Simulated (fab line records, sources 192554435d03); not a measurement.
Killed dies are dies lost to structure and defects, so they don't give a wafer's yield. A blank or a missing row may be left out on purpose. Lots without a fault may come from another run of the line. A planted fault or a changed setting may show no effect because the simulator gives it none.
Chamber matching | flow n5_finfet | N5_BEOL_M9_STRIP_36 on rie_diel-03: 4 sister chambers
The step strips in N2/H2. 22 wafers are shown with their chamber, then 11 later ones without.

WAFERS WITH THEIR CHAMBER
wafer  | chamber | drypump_motor_current_A (A) | showerhead_plenum_p_Torr (Torr) | throttle_valve_pct (%)
L078.1 | 3       | 5.7                         | 2.43                            | 23.85
L078.3 | 1       | 5.6                         | 2.53                            | 23.76
L078.5 | 0       | 5.7                         | 2.35                            | 23.98
L075.2 | 1       | 5.6                         | 2.52                            | 23.76
L075.5 | 0       | 5.7                         | 2.35                            | 23.99
L075.6 | 3       | 5.7                         | 2.43                            | 23.91
L082.2 | 0       | 5.7                         | 2.34                            | 24.00
L082.4 | 1       | 5.6                         | 2.52                            | 23.79
L082.5 | 1       | 5.5                         | 2.52                            | 23.79
L085.3 | 2       | 5.2                         | 2.62                            | 23.97
L085.4 | 1       | 5.6                         | 2.52                            | 23.79
L085.5 | 0       | 5.7                         | 2.34                            | 24.03
L088.1 | 3       | 5.7                         | 2.42                            | 23.93
L088.2 | 0       | 5.7                         | 2.34                            | 24.01
L088.3 | 1       | 5.6                         | 2.51                            | 23.79
L087.3 | 2       | 5.2                         | 2.62                            | 24.01
L087.5 | 0       | 5.7                         | 2.34                            | 24.02
L087.6 | 1       | 5.6                         | 2.51                            | 23.78
L091.1 | 0       | 5.7                         | 2.33                            | 24.06
L091.3 | 1       | 5.6                         | 2.51                            | 23.83
L091.4 | 2       | 5.2                         | 2.62                            | 24.01
L092.1 | 2       | 5.2                         | 2.62                            | 24.00

SIGNATURES (means of the wafers above)
reading                  | chamber 0 | chamber 1 | chamber 2 | chamber 3 | scatter within a chamber
drypump_motor_current_A  | 5.700     | 5.587     | 5.200     | 5.700     | 0.022
showerhead_plenum_p_Torr | 2.3414    | 2.5175    | 2.6200    | 2.4267    | 0.00625
throttle_valve_pct       | 24.0129   | 23.7862   | 23.9975   | 23.8967   | 0.0261
Rule: a wafer's distance from a chamber is the root of the sum, over the readings, of the square of ((its reading less the chamber's mean) divided by the reading's scatter). The wafer belongs to the nearest chamber; if the next one is less than 2 further off, it can't be placed. The scatter: the root of (the sum of the squares of (reading less its chamber's mean) over the shown wafers, divided by (wafers less chambers)).

WAFERS WITHOUT THEIR CHAMBER
wafer  | drypump_motor_current_A (A) | showerhead_plenum_p_Torr (Torr) | throttle_valve_pct (%)
L092.2 | 5.5                         | 2.51                            | 23.84
L092.3 | 5.7                         | 2.41                            | 23.94
L092.4 | 5.7                         | 2.33                            | 24.04
L092.5 | 5.7                         | 2.33                            | 24.03
L092.6 | 5.7                         | 2.41                            | 23.93
L094.2 | 5.6                         | 2.51                            | 23.82
L094.3 | 5.7                         | 2.41                            | 23.94
L094.6 | 5.7                         | 2.41                            | 23.95
L097.1 | 5.2                         | 2.61                            | 24.03
L097.2 | 5.7                         | 2.32                            | 24.08
L097.5 | 5.2                         | 2.61                            | 24.04

WHICH CHAMBER EACH WENT THROUGH
wafer  | from the rows above | in truth
L092.2 | 1                   | 1
L092.3 | 3                   | 3
L092.4 | 0                   | 0
L092.5 | 0                   | 0
L092.6 | 3                   | 3
L094.2 | 1                   | 1
L094.3 | 3                   | 3
L094.6 | 3                   | 3
L097.1 | 2                   | 2
L097.2 | 0                   | 0
L097.5 | 2                   | 2
Placed correctly: 11 of 11. Can't be placed from these rows: 0. Placed wrongly: 0.
